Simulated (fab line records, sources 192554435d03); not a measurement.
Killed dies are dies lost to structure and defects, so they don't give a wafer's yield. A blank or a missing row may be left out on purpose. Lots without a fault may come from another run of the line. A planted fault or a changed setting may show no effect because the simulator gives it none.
fab line records | flow n5_finfet
record lots=7 wafers=21
route steps=1938 shown BEOL_M8@1368 BEOL_M10@1474 BEOL_M11@1578 BEOL_M12@1639
start_h: hours from the record's first day to the start of the lot's first wafer shown | wait_h: hours since the lot's step before | " the same as in the row above | L1.1+2: a row that stands for several wafers | - no value, or no start given | * or withheld: withheld | < > ~ a bound
route shown NAME@n: a module of which the file shows steps, and the number in the route of the first | usual: mean/standard deviation of fault-free wafers | same: alike in all rows | chamber/n: place in a boat | sites: the reading at each site | _std_site: their standard deviation | _edge_site: outer sites' mean less inner sites' | radius_mm: how far each site lies from the wafer's centre | mask NAME#n: copy n | behind: the tool/chamber that last shaped the wafer | hold: why the lot was held/for how many hours/how that ended | device: the transistor (n, p or np) that didn't switch | end of line: the same wafers' tests at the end of the route | a step without rows: its recipe alone | killed: dies lost to structure and defects at the first sort, not the wafer's yield | map: a wafer's dies, x killed, . not, _ none there
set.NAME: the setting as run; set.NAME@STEP: as run at that earlier step | model.NAME: the simulator's own value behind a step, which no gauge read
lots whose settings were changed on purpose; a table a step, a row a wafer
## steps
# step N5_BEOL_M8_DESCUM_33
# recipe chemistry=O2 time_s=7 source_power_w=50 bias_power_w=20 pressure_mtorr=20 rf_frequency_hz=2.712e+07 temp_c=40 resist=CAR-EUV o2_flow_sccm=225
# columns lot.wafer tool chamber start_h wait_h set.time_s set.dose_mj@BEOL_M8_EXPOSE_25 model.BEOL_M8.cd_nm model.CAR-EUV_of_BEOL_M8_COAT_22.thk_nm
L079.1 rie_diel-01 3 239.63 0.1 7 43.8 40.8 26
L079.2 " 0 " " 7 42.5 40 26.2
L079.3 " 2 " " 7 42.5 40.2 26
L078.3 rie_diel-01 2 243.33 0.0 7 42.5 39.8 26
L078.5+6 " 3,2 " " 7 42.5 40 26
L084.2+4 rie_diel-02 2,3 274.76 0.2 7 42.5 39.8 26.2
L084.3 " 0 " " 6.123 42.5 39.6 26.6
L086.1 rie_diel-02 1 281.92 0.5 7 44.79 41 26.2
L086.5 " 1 " " 5.912 44.79 41 26.6
L086.6 " 2 " " 5.912 42.5 40 26.8
L089.2 rie_diel-01 2 314.97 1.1 7 45.39 41.4 26
L089.5 " 2 " " 8.074 42.5 40.2 25.4
L089.6 " 1 " " 7 45.39 41.2 26
L092.2 rie_diel-02 3 319.69 0.1 7 39.83 38.6 26.2
L092.3 " 1 " " 7 39.83 38.4 26.2
L092.6 " 1 " " 7 42.5 40.2 26.2
L094.2 rie_diel-05 2 328.19 0.0 7 44.76 41.2 26.2
L094.5 " 2 " " 6.187 44.76 41 26.6
L094.6 " 0 " " 6.187 42.5 39.8 26.6
# step N5_BEOL_M8_ETCH_72
# recipe chemistry=N2/H2 target=underlayer target_depth_a=65 mask_material=CAR-EUV time_s=5.2 ion_energy_ev=200 pressure_mtorr=30 source_w=840 bias_w=150 n2_flow_sccm=200 h2_flow_sccm=200 ends=cleared
# columns lot.wafer tool chamber start_h wait_h set.dose_mj@BEOL_M8_EXPOSE_25 model.BEOL_M8.cd_nm
L079.1 rie_diel-01 3 239.66 0.0 43.8 40.8
L079.2+3 " 0,2 " " 42.5 40.2
L078.3 rie_diel-01 2 243.37 0.0 42.5 39.8
L078.5+6 " 3,2 " " 42.5 40
L084.2+3+4 rie_diel-02 2,0,3 274.79 0.0 42.5 39.8
L086.1+5 rie_diel-02 1 281.95 0.0 44.79 41
L086.6 " 2 " " 42.5 39.8
L089.2+6 rie_diel-01 2,1 315.01 0.0 45.39 41.4
L089.5 " 2 " " 42.5 40.2
L092.2 rie_diel-02 3 319.72 0.0 39.83 38.6
L092.3 " 1 " " 39.83 38.4
L092.6 " 1 " " 42.5 40.2
L094.2 rie_diel-05 2 328.23 0.0 44.76 41.2
L094.5 " 2 " " 44.76 41
L094.6 " 0 " " 42.5 39.8
# step N5_BEOL_M8_ETCH_65
# recipe chemistry=CF4 target=SiARC target_depth_a=156 mask_material=CAR-EUV time_s=26 ion_energy_ev=80 pressure_mtorr=40 source_w=545 bias_w=36 Ar_flow_sccm=100 cf4_flow_sccm=100 ends=cleared
# step N5_BEOL_M8_ETCH_66
# recipe chemistry=N2/H2 target=SOC target_depth_a=800 overetch_a=160 mask_material=SiARC temp_c=40 time_s=120 ion_energy_ev=200 pressure_mtorr=30 source_w=840 bias_w=150 n2_flow_sccm=200 h2_flow_sccm=200
# columns lot.wafer tool chamber start_h wait_h set.dose_mj@BEOL_M8_EXPOSE_25 model.BEOL_M8.cd_nm
L079.1 rie_diel-01 3 239.71 0.0 43.8 40.8
L079.2+3 " 0,2 " " 42.5 40.2
L078.3 rie_diel-01 2 243.41 0.0 42.5 40
L078.5+6 " 3,2 " " 42.5 40.2
L084.2 rie_diel-02 2 274.84 0.0 42.5 39.6
L084.3+4 " 0,3 " " 42.5 40
L086.1+5 rie_diel-02 1 282.00 0.0 44.79 41
L086.6 " 2 " " 42.5 39.8
L089.2+6 rie_diel-01 2,1 315.05 0.0 45.39 41.2
L089.5 " 2 " " 42.5 40
L092.2 rie_diel-02 3 319.77 0.0 39.83 38.8
L092.3 " 1 " " 39.83 38.4
L092.6 " 1 " " 42.5 40.2
L094.2 rie_diel-05 2 328.27 0.0 44.76 41.4
L094.5 " 2 " " 44.76 41.2
L094.6 " 0 " " 42.5 39.8
# step N5_BEOL_M8_STRIP_69
# recipe chemistry=N2/H2 temp_c=40 n2_flow_sccm=200 h2_flow_sccm=200 rf_frequency_hz=6e+07
# step N5_BEOL_M8_STRIP_73
# recipe chemistry=N2/H2 temp_c=40 n2_flow_sccm=200 h2_flow_sccm=200 rf_frequency_hz=6e+07
# step N5_BEOL_M8_STRIP_80
# recipe chemistry=N2/H2 time_s=10 power_w=450 temp_c=40 pressure_mtorr=20 rf_frequency_hz=6e+07 bias_power_w=7 n2_flow_sccm=200 h2_flow_sccm=200
# step N5_BEOL_M8_HM_STRIP_39
# recipe chemistry=peroxide_tin_strip material=TiN target_depth_a=250 temp_c=50 time_s=158
# columns lot.wafer tool chamber start_h wait_h set.temp_c@BEOL_M8_PECVD_70 model.SiO2_of_BEOL_M8_PECVD_70.thk_nm
L079.1 wet_bench-04 3 240.09 0.0 392.1 20.6
L079.2+3 " 7,6 " " 400 19.8
L078.3+5 wet_bench-06 6,7 243.79 0.0 400 20
L078.6 " 1 " " 400 19.8
L084.2 wet_bench-03 2 275.22 0.0 400 19.4
L084.3 " 5 " " 408.2 18.4
L084.4 " 6 " " 400 19.8
L086.1 wet_bench-03 1 282.38 0.0 394 20.4
L086.5+6 " 5,4 " " 400 20
L089.2 wet_bench-04 1 315.44 0.0 400 19.2
L089.5+6 " 7,0 " " 400 19.6
L092.2+3 wet_bench-03 2,6 320.15 0.0 400 19.2
L092.6 " 1 " " 400 19.6
L094.2 wet_bench-06 3 328.65 0.0 400 19.6
L094.5 " 2 " " 412.6 18.2
L094.6 " 1 " " 400 20
# step N5_BEOL_M10_HM_DEP_02
# recipe material=TiN target_thk_a=200 temp_c=25 chamber_pressure_pa=0.49996
# columns lot.wafer tool chamber start_h wait_h set.target_thk_a model.TiN_of_BEOL_M10_HM_DEP_02.thk_nm
L079.1 pvd_sputter-01 - 252.61 0.8 200 20.2
L079.2+3 " - " " 200 20.4
L078.3+5 pvd_sputter-03 - 258.10 0.8 200 20
L078.6 " - " " 200 19.8
L084.2 pvd_sputter-01 - 289.00 2.0 200 20
L084.3 " - " " 200 19.8
L084.4 " - " " 191.2 19.2
L086.1 pvd_sputter-02 - 297.24 1.7 174.5 17.8
L086.5 " - " " 200 20.4
L086.6 " - " " 200 20.2
L089.2+5 pvd_sputter-03 - 327.01 1.0 200 20.4
L089.6 " - " " 200 20.2
L092.2+3 pvd_sputter-02 - 332.15 1.4 200 19.8
L092.6 " - " " 221.8 22
L094.2 pvd_sputter-03 - 342.80 0.3 200 20.2
L094.5 " - " " 183.8 18.4
L094.6 " - " " 183.8 18.6
# step N5_BEOL_M10_ETCH_61
# recipe chemistry=CF4 target=SiARC target_depth_a=390 mask_material=CAR-ArF time_s=65 ion_energy_ev=80 pressure_mtorr=40 source_w=545 bias_w=36 Ar_flow_sccm=100 cf4_flow_sccm=100 ends=cleared
# columns lot.wafer tool chamber start_h wait_h set.cf4_flow_sccm
L079.1+2+3 rie_diel-01 2,3,0 253.23 0.0 100
L078.3+5+6 rie_diel-01 1,0,1 258.72 0.0 100
L084.2+3+4 rie_diel-02 1,0,3 289.49 0.0 100
L086.1+6 rie_diel-05 0,1 297.93 0.0 100
L086.5 " 2 " " 113
L089.2+6 rie_diel-05 0 327.51 0.0 94
L089.5 " 2 " " 100
L092.2+6 rie_diel-01 1 332.93 0.0 89.28
L092.3 " 0 " " 100
L094.2+5 rie_diel-01 2,0 343.42 0.0 100
L094.6 " 2 " " 121.1
# step N5_BEOL_M10_ETCH_62
# recipe chemistry=N2/H2 target=SOC target_depth_a=1100 overetch_a=220 mask_material=SiARC temp_c=40 time_s=165 ion_energy_ev=200 pressure_mtorr=30 source_w=840 bias_w=150 n2_flow_sccm=200 h2_flow_sccm=200
# step N5_BEOL_M10_STRIP_68
# recipe chemistry=N2/H2 temp_c=40 n2_flow_sccm=200 h2_flow_sccm=200 rf_frequency_hz=6e+07
# step N5_BEOL_M10_STRIP_67
# recipe chemistry=CF4 resist=SiARC power_w=300 bias_power_w=75 pressure_mtorr=50 cf4_flow_sccm=150 rf_frequency_hz=6e+07
# step N5_BEOL_M10_HM_OPEN_17
# recipe chemistry=Cl2/BCl3 target_depth_a=200 overetch_a=60 target=TiN mask_material=SOC ion_energy_ev=150 pressure_mtorr=10 icp_w=1000 bias_w=126 Cl2_flow_sccm=53.25 bcl3_flow_sccm=21.75 Ar_flow_sccm=25
# columns lot.wafer tool chamber start_h wait_h set.target_thk_a@BEOL_M10_HM_DEP_02 model.etch.depth_nm
L079.1 rie_metal-03 0 253.47 0.0 200 20.2
L079.2 " 1 " " 200 20.43
L079.3 " 0 " " 200 20.49
L078.3 rie_metal-02 0 258.99 0.1 200 19.97
L078.5 " 0 " " 200 20.01
L078.6 " 1 " " 200 19.75
L084.2 rie_metal-02 0 289.73 0.0 200 20.05
L084.3 " 1 " " 200 19.86
L084.4 " 0 " " 191.2 19.15
L086.1 rie_metal-02 0 298.17 0.0 174.5 17.76
L086.5 " 1 " " 200 20.49
L086.6 " 0 " " 200 20.21
L089.2 rie_metal-02 1 327.74 0.0 200 20.42
L089.5 " 1 " " 200 20.44
L089.6 " 0 " " 200 20.28
L092.2 rie_metal-01 1 333.17 0.0 200 19.86
L092.3 " 0 " " 200 19.8
L092.6 " 0 " " 221.8 22.06
L094.2 rie_metal-01 1 343.67 0.0 200 20.16
L094.5 " 1 " " 183.8 18.49
L094.6 " 0 " " 183.8 18.6
# step N5_BEOL_M10_COAT_64
# recipe resist=SiARC temp_c=220 time_s=60 spin_rpm=1500 resist_thk_nm=30
# columns lot.wafer tool chamber start_h wait_h set.spin_rpm model.SiARC_of_BEOL_M10_COAT_64.thk_nm
L079.1+3 litho_track-03 0 - - 1381 31.2
L079.2 " 0 " " 1500 30
L078.3+5+6 litho_track-03 0 - - 1500 30
L084.2+3 litho_track-04 0 - - 1618 28.8
L084.4 " 0 " " 1500 29.8
L086.1 litho_track-04 0 - - 1410 30.8
L086.5+6 " 0 " " 1500 30
L089.2+5 litho_track-05 0 - - 1500 30
L089.6 " 0 " " 1555 29.4
L092.2+3 litho_track-03 0 - - 1500 30
L092.6 " 0 " " 1380 31.4
L094.2+5+6 litho_track-05 0 - - 1500 30
# step N5_BEOL_M10_COAT_22
# recipe resist=CAR-ArF spin_rpm=1500 resist_thk_nm=90
# step N5_BEOL_M10_EBR_24
# recipe solvent=PGMEA ebr_width_mm=1.5
# step N5_BEOL_M10_DESCUM_33
# recipe chemistry=O2 time_s=7.9 source_power_w=50 bias_power_w=20 pressure_mtorr=20 rf_frequency_hz=2.712e+07 temp_c=40 resist=CAR-ArF o2_flow_sccm=225
# step N5_BEOL_M10_ETCH_65
# recipe chemistry=CF4 target=SiARC target_depth_a=390 mask_material=CAR-ArF time_s=65 ion_energy_ev=80 pressure_mtorr=40 source_w=545 bias_w=36 Ar_flow_sccm=100 cf4_flow_sccm=100 ends=cleared
# columns lot.wafer tool chamber start_h wait_h set.spin_rpm@BEOL_M10_COAT_64 model.CAR-ArF_of_BEOL_M10_COAT_22.thk_nm model.etch.depth_nm
L079.1 rie_diel-02 0 255.57 0.0 1381 54.8 31.28
L079.2 " 3 " " 1500 55.8 29.99
L079.3 " 2 " " 1381 55 31.15
L078.3 rie_diel-02 2 260.75 0.0 1500 56 30
L078.5 " 3 " " 1500 55.6 30.01
L078.6 " 2 " " 1500 55.6 30.07
L084.2 rie_diel-02 3 292.16 0.0 1618 56.6 28.77
L084.3 " 1 " " 1618 56.8 28.77
L084.4 " 2 " " 1500 55.6 29.82
L086.1 rie_diel-02 2 302.71 0.0 1410 54.2 30.89
L086.5 " 1 " " 1500 55.2 29.99
L086.6 " 2 " " 1500 55.2 29.96
L089.2 rie_diel-02 0 328.50 0.0 1500 55.8 29.98
L089.5 " 0 " " 1500 55.2 29.99
L089.6 " 1 " " 1555 55.6 29.45
L092.2 rie_diel-02 0 335.39 0.0 1500 55.6 29.98
L092.3 " 2 " " 1500 55.6 30.04
L092.6 " 0 " " 1380 54.2 31.3
L094.2 rie_diel-02 3 344.65 0.0 1500 55.6 29.93
L094.5 " 2 " " 1500 55.4 29.93
L094.6 " 1 " " 1500 55.4 29.92
# step N5_BEOL_M10_ETCH_66
# recipe chemistry=N2/H2 target=SOC target_depth_a=1200 overetch_a=240 mask_material=SiARC temp_c=40 time_s=180 ion_energy_ev=200 pressure_mtorr=30 source_w=840 bias_w=150 n2_flow_sccm=200 h2_flow_sccm=200
# columns lot.wafer tool chamber start_h wait_h set.spin_rpm@BEOL_M10_COAT_64 model.SiARC_of_BEOL_M10_COAT_64.thk_nm
L079.1 rie_diel-02 0 255.62 0.0 1381 23.8
L079.2 " 3 " " 1500 22.6
L079.3 " 2 " " 1381 24.2
L078.3 rie_diel-02 2 260.80 0.0 1500 23
L078.5 " 3 " " 1500 22.6
L078.6 " 2 " " 1500 23.2
L084.2+3 rie_diel-02 3,1 292.21 0.0 1618 21.4
L084.4 " 2 " " 1500 23
L086.1 rie_diel-02 2 302.76 0.0 1410 24
L086.5 " 1 " " 1500 22.6
L086.6 " 2 " " 1500 23
L089.2+5 rie_diel-02 0 328.55 0.0 1500 22.6
L089.6 " 1 " " 1555 22
L092.2 rie_diel-02 0 335.44 0.0 1500 22.8
L092.3 " 2 " " 1500 23.2
L092.6 " 0 " " 1380 24
L094.2 rie_diel-02 3 344.70 0.0 1500 22.6
L094.5 " 2 " " 1500 23
L094.6 " 1 " " 1500 22.8
# step N5_BEOL_M11_TRENCH_ETCH_37
# recipe chemistry=C4F6/O2 target_depth_a=1488.3 target=SiCOH_lowk time_s=48 ion_energy_ev=250 pressure_mtorr=30 source_w=345 bias_w=185 Ar_flow_sccm=300 C4F6_flow_sccm=10 O2_flow_sccm=10
# usual rf_vpp_V=665/8.3
# columns lot.wafer tool chamber start_h wait_h set.bias_w rf_vpp_V
L079.1 rie_diel-06 3 - - 185 655
L079.2 " 1 " " 185 678
L079.3 " 2 " " 160.8 603
L078.3 rie_diel-04 3 - - 185 667
L078.5 " 3 " " 185 669
L078.6 " 0 " " 185 663
L084.2 rie_diel-04 3 - - 185 669
L084.3 " 0 " " 185 663
L084.4 " 0 " " 185 663
L086.1 rie_diel-04 0 - - 185 664
L086.5 " 3 " " 185 669
L086.6 " 0 " " 185 663
L089.2 rie_diel-04 1 - - 160.4 586
L089.5 " 3 " " 185 669
L089.6 " 2 " " 185 656
L092.2 rie_diel-03 2 - - 185 654
L092.3 " 3 " " 185 658
L092.6 " 2 " " 185 653
L094.2 rie_diel-06 3 - - 216.1 742
L094.5 " 1 " " 216.1 765
L094.6 " 2 " " 185 676
# step N5_BEOL_M11_ETCH_41
# recipe chemistry=CH3F/O2 target=SiCN target_depth_a=426 taper_deg=2 time_s=86 ion_energy_ev=120 mask_material=TiN pressure_mtorr=30 source_w=395 bias_w=75 Ar_flow_sccm=150 CH3F_flow_sccm=30 O2_flow_sccm=20
# columns lot.wafer tool chamber start_h wait_h set.time_s model.etch.depth_nm
L079.1 rie_diel-06 3 - - 86 32.94
L079.2 " 1 " " 72.14 27.11
L079.3 " 2 " " 72.14 27.29
L078.3 rie_diel-04 3 - - 86 32.9
L078.5 " 3 " " 86 32.93
L078.6 " 0 " " 86 32.99
L084.2 rie_diel-04 3 - - 74.23 28.23
L084.3 " 0 " " 86 33.06
L084.4 " 0 " " 74.23 28.55
L086.1 rie_diel-04 0 - - 86 32.94
L086.5 " 3 " " 86 32.56
L086.6 " 0 " " 86 32.84
L089.2 rie_diel-04 1 - - 101.3 39.09
L089.5 " 3 " " 86 32.33
L089.6 " 2 " " 101.3 38.05
L092.2 rie_diel-03 2 - - 86 32.96
L092.3 " 3 " " 86 32.2
L092.6 " 2 " " 86 32.92
L094.2 rie_diel-06 3 - - 103.3 39.33
L094.5 " 1 " " 103.3 39.72
L094.6 " 2 " " 103.3 39.3
# step N5_BEOL_M12_TRENCH_ETCH_34
# recipe chemistry=C4F8/O2/Ar target=SiOC target_depth_a=3189.5 mask_material=SOC pressure_mtorr=30 source_w=3000 bias_w=700 Ar_flow_sccm=400 C4F8_flow_sccm=15 O2_flow_sccm=8 he_inner_torr=15 he_outer_torr=30 time_s=125.5 ion_energy_ev=250
# columns lot.wafer tool chamber start_h wait_h set.time_s model.etch.depth_nm
L079.1 rie_diel-01 2 269.64 0.0 142.6 372.8
L079.2 " 1 " " 142.6 371.6
L079.3 " 3 " " 142.6 360.2
L078.3 rie_diel-01 2 272.59 0.0 125.5 325.1
L078.5 " 0 " " 125.5 320.7
L078.6 " 1 " " 125.5 325.7
L084.2 rie_diel-01 1 308.37 0.0 125.5 325.9
L084.3 " 0 " " 108.4 275.9
L084.4 " 0 " " 108.4 277.6
L086.1 rie_diel-05 2 316.37 0.0 125.5 308.2
L086.5 " 2 " " 125.5 308.7
L086.6 " 0 " " 125.5 322.2
L089.2 rie_diel-05 2 344.52 0.0 103.4 255.7
L089.5 " 1 " " 103.4 266.1
L089.6 " 2 " " 103.4 257.7
L092.2 rie_diel-01 1 348.03 0.0 151.9 390.7
L092.3 " 2 " " 125.5 318.8
L092.6 " 0 " " 125.5 319.8
L094.2 rie_diel-01 2 361.08 0.0 149.8 383.8
L094.5 " 0 " " 125.5 314.9
L094.6 " 1 " " 149.8 388.2
# step N5_BEOL_M12_STRIP_70
# recipe chemistry=C4F8/O2/Ar resist=SiARC rf_frequency_hz=6e+07
# step N5_BEOL_M12_OCD_MEAS_35
# usual trench_depth_nm=319/4.6
# columns lot.wafer tool chamber start_h wait_h set.time_s@BEOL_M12_TRENCH_ETCH_34 trench_depth_nm
L079.1 ocd-01 - 269.80 0.0 142.6 373
L079.2 " - " " 142.6 372
L079.3 " - " " 142.6 360
L078.3 ocd-02 - 272.75 0.0 125.5 325
L078.5 " - " " 125.5 321
L078.6 " - " " 125.5 326
L084.2 ocd-02 - 308.53 0.0 125.5 326
L084.3 " - " " 108.4 276
L084.4 " - " " 108.4 278
L086.1 ocd-02 - 316.52 0.0 125.5 308
L086.5 " - " " 125.5 309
L086.6 " - " " 125.5 322
L089.2 ocd-01 - 344.67 0.0 103.4 256
L089.5 " - " " 103.4 266
L089.6 " - " " 103.4 258
L092.2 ocd-02 - 348.18 0.0 151.9 390
L092.3 " - " " 125.5 319
L092.6 " - " " 125.5 320
L094.2 ocd-02 - 361.24 0.0 149.8 384
L094.5 " - " " 125.5 315
L094.6 " - " " 149.8 388
## key
split step=N5_BEOL_M8_DESCUM_33 setting=time_s stated=7 by=wafer
response step=N5_BEOL_M8_DESCUM_33 reading=model.CAR-EUV_of_BEOL_M8_COAT_22.thk_nm change=-0.0346 per=1% r=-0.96
split step=N5_BEOL_M10_HM_DEP_02 setting=target_thk_a stated=200 by=wafer
response step=N5_BEOL_M10_HM_DEP_02 reading=model.TiN_of_BEOL_M10_HM_DEP_02.thk_nm change=+0.198 per=1% r=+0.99
response step=N5_BEOL_M10_HM_OPEN_17 reading=model.etch.depth_nm change=+0.202 per=1% r=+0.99
split step=N5_BEOL_M10_ETCH_61 setting=cf4_flow_sccm stated=100 by=wafer
response none clear
split step=N5_BEOL_M10_COAT_64 setting=spin_rpm stated=1500 by=wafer
response step=N5_BEOL_M10_COAT_64 reading=model.SiARC_of_BEOL_M10_COAT_64.thk_nm change=-0.149 per=1% r=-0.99
response step=N5_BEOL_M10_ETCH_65 reading=model.CAR-ArF_of_BEOL_M10_COAT_22.thk_nm change=+0.14 per=1% r=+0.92
response step=N5_BEOL_M10_ETCH_65 reading=model.etch.depth_nm change=-0.15 per=1% r=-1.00
response step=N5_BEOL_M10_ETCH_66 reading=model.SiARC_of_BEOL_M10_COAT_64.thk_nm change=-0.172 per=1% r=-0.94
split step=N5_BEOL_M11_TRENCH_ETCH_37 setting=bias_w stated=185 by=wafer
response step=N5_BEOL_M11_TRENCH_ETCH_37 reading=rf_vpp_V change=+5.01 per=1% r=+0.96
split step=N5_BEOL_M11_ETCH_41 setting=time_s stated=86 by=wafer
response step=N5_BEOL_M11_ETCH_41 reading=model.etch.depth_nm change=+0.35 per=1% r=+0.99
split step=N5_BEOL_M12_TRENCH_ETCH_34 setting=time_s stated=125.5 by=wafer
response step=N5_BEOL_M12_TRENCH_ETCH_34 reading=model.etch.depth_nm change=+3.54 per=1% r=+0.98
response step=N5_BEOL_M12_OCD_MEAS_35 reading=trench_depth_nm change=+3.52 per=1% r=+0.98
split outside_this_file step=N5_BEOL_M8_PECVD_70 setting=temp_c
split outside_this_file step=N5_BEOL_M8_EXPOSE_25 setting=dose_mj
# split outside_this_file: this setting was split too, and the file shows its column; the key of that split is in another file
